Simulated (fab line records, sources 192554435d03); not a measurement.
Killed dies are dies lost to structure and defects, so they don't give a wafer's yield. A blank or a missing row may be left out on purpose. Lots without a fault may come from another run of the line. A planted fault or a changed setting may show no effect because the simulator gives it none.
A struck lot beside a sound one | flow n5_finfet | 16 steps out of a route of 1938
Sound: wafers L558.1, L558.4, L558.5. Struck: wafer L564.3. (L564.1, L564.4 of the same lot were not struck and are left out.) The cause comes at the end.
At each step with rows: each side's tool, then ch and its chambers, then its first start. Under that, the readings that differ: sound wafers | struck wafers | difference of the means | sigmas: that difference in standard deviations of wafers without a fault.
alike: readings whose means differ by less than 2 such deviations, and words and numbers that are the same on both sides. not compared: withheld readings, readings that some wafer has no value for, bounds like >300 that may hide the same value, and numbers for which the record gives no deviation and whose values overlap.
The two part at a step that has a row with sigmas, a row that says differs or no value, or rows on one side only. Numbers that don't overlap but have no deviation are shown without sigmas and don't part them. A reading that every wafer of one side lacks parts them only if that side has two wafers or more.

N5_BEOL_M2_DESCUM_33: chemistry O2, time 7 s.
  sound on rie_diel-02 ch 1,2,3, day 8 11:45; struck on rie_diel-05 ch 1, day 10 21:22
  reading                     | sound       | struck | difference | sigmas
  drypump_motor_current_A (A) | 5.8 6.0 5.4 | 4.9    | -0.8       | -2
  alike: oes_product_au, rf_vpp_V, showerhead_plenum_p_Torr, throttle_valve_pct
  not compared: rf_hours_counter_h
then, 4 steps without rows for these wafers: N5_BEOL_M2_ETCH_77 (etches underlayer in N2/H2, target depth 6.5 nm, time 5.2 s); N5_BEOL_M2_ETCH_69 (etches SiARC in CF4, target depth 15.6 nm, time 26 s); N5_BEOL_M2_ALD_98 (deposits SiO2, target thk 2.5 nm, pulse time 1 s, co reactant pulse time 1 s); N5_BEOL_M2_ETCHBACK_99 (etches SiO2 in CHF3, target depth 5 nm, time 10.4 s).
N5_BEOL_M2_ETCH_70: etches SOC in N2/H2, target depth 80 nm, overetch 24 nm, time 130 s.
  sound on rie_diel-02 ch 0,1,3, day 8 14:14; struck on rie_diel-05 ch 1, day 11 01:26
  reading                     | sound       | struck | difference | sigmas
  drypump_motor_current_A (A) | 6.0 5.7 5.8 | 4.9    | -0.9       | -2
  alike: oes_product_au, rf_vpp_V, showerhead_plenum_p_Torr, throttle_valve_pct
  not compared: rf_hours_counter_h
then, 2 steps without rows for these wafers: N5_BEOL_M2_STRIP_71 (strips in N2/H2); N5_BEOL_M2_STRIP_78 (strips in N2/H2).
N5_BEOL_M2_VIA_ETCH_34: etches the open film in C4F6/O2, target depth 69.4 nm, time 65.9 s.
  sound on rie_diel-02 ch 0,1,3, day 8 14:20; struck on rie_diel-05 ch 1, day 11 01:33
  reading                     | sound       | struck | difference | sigmas
  drypump_motor_current_A (A) | 6.0 5.7 5.8 | 4.8    | -1.0       | -2
  alike: oes_product_au, rf_vpp_V, showerhead_plenum_p_Torr, throttle_valve_pct
  not compared: rf_hours_counter_h
then, 1 step without rows for these wafers: N5_BEOL_M2_STRIP_83 (strips in C4F6/O2).
N5_BEOL_M2_STRIP_36: strips in N2/H2.
  sound on rie_diel-02 ch 0,1,3, day 8 14:24; struck on rie_diel-05 ch 1, day 11 01:37
  reading                     | sound          | struck | difference | sigmas
  drypump_motor_current_A (A) | 6.0 5.7 5.8    | 4.8    | -1.0       | -2
  throttle_valve_pct (%)      | 23.8 23.1 23.5 | 22.8   | -0.7       | -2
  alike: oes_product_au, rf_vpp_V, showerhead_plenum_p_Torr
  not compared: rf_hours_counter_h
then, 1 step without rows for these wafers: N5_BEOL_M2_TRENCH_ETCH_37 (etches SiOC in C4F6/O2, target depth 55.555 nm, time 29.2 s).
N5_BEOL_M2_ETCH_41: etches SiCN in CH3F/O2, target depth 29.9 nm, time 52.5 s.
  sound on rie_diel-02 ch 0,1,3, day 8 14:28; struck on rie_diel-05 ch 1, day 11 01:41
  reading                     | sound             | struck | difference | sigmas
  drypump_motor_current_A (A) | 6.0 5.7 5.8       | 4.9    | -0.9       | -2
  model.etch.depth_nm (nm)    | 19.58 20.25 19.71 | 13.2   | -6.6       |
  alike: CH3F_flow_sccm, oes_product_au, rf_vpp_V, showerhead_plenum_p_Torr, throttle_valve_pct
  not compared: rf_hours_counter_h
N5_BEOL_M2_STRIP_97: strips in N2/H2, time 10 s.
  sound on rie_diel-02 ch 0,1,3; struck on rie_diel-05 ch 1
  reading                     | sound          | struck | difference | sigmas
  drypump_motor_current_A (A) | 6.0 5.7 5.8    | 4.9    | -0.9       | -2
  throttle_valve_pct (%)      | 23.8 23.1 23.5 | 22.8   | -0.7       | -2
  alike: oes_product_au, rf_vpp_V, showerhead_plenum_p_Torr
  not compared: rf_hours_counter_h
N5_BEOL_M4_RC_MEAS_101:
  sound on prober-02 ch 0, day 9 18:12; struck on prober-02 ch 0, day 11 23:39
  alike: DIBL_N, DIBL_P, IOFF_N, IOFF_P, ION_N, ION_P, SS_N, SS_P, VT_N, VT_P
N5_PASSIVATION_PROBE_49:
  the record has rows for the sound wafers here (prober-02, day 13 20:50) and none for the struck ones

WHERE THEY PART
First at N5_BEOL_M2_DESCUM_33; last, within this record, at N5_PASSIVATION_PROBE_49.

WHY: what the simulator had put in
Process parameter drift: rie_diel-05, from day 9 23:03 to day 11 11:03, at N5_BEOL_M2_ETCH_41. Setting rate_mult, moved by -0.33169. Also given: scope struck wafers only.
